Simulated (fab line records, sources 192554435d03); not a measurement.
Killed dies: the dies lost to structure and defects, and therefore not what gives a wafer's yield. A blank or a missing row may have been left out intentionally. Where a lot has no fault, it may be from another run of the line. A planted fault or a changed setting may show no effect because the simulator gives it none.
Split-lot study | flow n5_finfet | 7 lots, 21 wafers read, on a route of 1938 steps

## SPLIT DETAILS
At N5_SD_EPI_P_PEB_07 (peb time 60 s), the setting peb_time_s was moved away from the recipe's 60 s on 4 of the 21 wafers read, by -18.9% to +6.0%. This setting was run at the recipe's value on the other wafers.

## SPLIT TO READING: what lies between them in the file, 1 step
- N5_SD_EPI_P_DEVELOP_08: develop time 30 s (also split here: develop_time_s)

## THE READING
cd_nm (nm) at N5_SD_EPI_P_CD_MEAS_09, where the cd target is 240 nm. A value of 240.2 nm with a standard deviation of 0.91 nm is what fault-free wafers of this fab line usually give.

wafer  | tool, chamber at the split | peb_time_s as run, s | against the recipe | cd_nm, nm | against lot-mates on the recipe
L076.1 | litho_track-04, 0          | 60                   | recipe             | 240.9     | -
L076.3 | litho_track-04, 0          | 60                   | recipe             | 240.4     | -
L076.4 | litho_track-04, 0          | 60                   | recipe             | 241.2     | -
L079.2 | litho_track-04, 0          | 48.63                | -18.9%             | 233.2     | -6.1
L079.4 | litho_track-04, 0          | 60                   | recipe             | 238.9     | -
L079.6 | litho_track-04, 0          | 60                   | recipe             | 239.7     | -
L080.4 | litho_track-02, 0          | 60                   | recipe             | 241.0     | -
L080.5 | litho_track-02, 0          | 60                   | recipe             | 240.8     | -
L080.6 | litho_track-02, 0          | 60                   | recipe             | 241.4     | -
L081.1 | litho_track-02, 0          | 60                   | recipe             | 240.6     | -
L081.3 | litho_track-02, 0          | 60                   | recipe             | 241.4     | -
L081.6 | litho_track-02, 0          | 60                   | recipe             | 241.0     | -
L089.1 | litho_track-03, 0          | 63.6                 | +6.0%              | 241.3     | +0.8
L089.4 | litho_track-03, 0          | 63.6                 | +6.0%              | 242.5     | +2.0
L089.5 | litho_track-03, 0          | 60                   | recipe             | 240.5     | -
L093.1 | litho_track-03, 0          | 60                   | recipe             | 241.3     | -
L093.2 | litho_track-03, 0          | 60                   | recipe             | 240.2     | -
L093.5 | litho_track-03, 0          | 60                   | recipe             | 240.2     | -
L094.1 | litho_track-04, 0          | 49.32                | -17.8%             | 233.0     | -6.8
L094.2 | litho_track-04, 0          | 60                   | recipe             | 241.1     | -
L094.4 | litho_track-04, 0          | 60                   | recipe             | 238.4     | -

THE FIT
A straight line over all 21 wafers: cd_nm changes by +0.383 nm for each +1% of peb_time_s; r = +0.94; the points scatter about the line by 0.87 nm.
The same after taking each lot's own level away (the mean of its wafers on the recipe; 21 wafers): +0.335 nm for each +1%; r = +0.96; scatter 0.63 nm.
Per that fit: largest peb_time_s move, reading shift of 6.3 nm.
Across the lots, their own levels run from 239.30 to 241.07 nm, a range of 1.9 times the standard deviation given above.
In other words, the slope is changed by the lot-to-lot level; the two fits disagree.
Check: -6.74 nm against its lot-mates is what the line predicts for one of the wafers moved furthest among these (-18.9%) when that wafer is left out of the fit. Against them it came out at -6.1 nm.

## OTHER SPLITS APPLIED TO THESE WAFERS
Other splits were also applied to these wafers ahead of the reading. Each is held against what the fit with the lots' levels taken away leaves over:
other split on the same wafers        | wafers away from the commonest value | r with cd_nm (lot level and that fit taken away)
N5_ZERO_LAYER_PECVD_02 time_s         | 9                                    | -0.31
N5_ZERO_LAYER_EXPOSE_08 dose_mj       | 5                                    | +0.17
N5_FIN_SAQP_SPACER1_ALD_24 ald_cycles | 9                                    | +0.20
N5_DUMMY_GATE_PECVD_30 time_s         | 7                                    | -0.17
N5_DUMMY_GATE_COAT_28 spin_rpm        | 7                                    | -0.39
N5_SD_EPI_P_DEVELOP_08 develop_time_s | 5                                    | +0.24

## THE WHOLE CHAIN: every reading that the file lists as answering this split, in the file's order
step                   | what it does                                           | reading                                                         | change (the file's fit)               | r (the file's)
N5_SD_EPI_P_CD_MEAS_09 | target cd 240 nm                                       | cd_nm                                                           | +0.343 nm for each +1% of the setting | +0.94
N5_SD_EPI_P_DESCUM_14  | chemistry O2, time 7.9 s                               | SD_EPI_P.cd_nm (the simulator's own value, which no gauge read) | +0.331 nm for each +1% of the setting | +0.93
N5_SD_EPI_P_ETCH_36    | etches SiARC in CF4, target depth 45.5 nm, time 75.8 s | SD_EPI_P.cd_nm (the simulator's own value, which no gauge read) | +0.335 nm for each +1% of the setting | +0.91
N5_SD_EPI_P_ETCH_16    | etches SiO2 in CHF3/O2, target depth 5 nm              | SD_EPI_P.cd_nm (the simulator's own value, which no gauge read) | +0.492 nm for each +1% of the setting | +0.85

## FILE'S OWN FIT
cd_nm changes by +0.343 nm for each +1% of peb_time_s, r = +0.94.
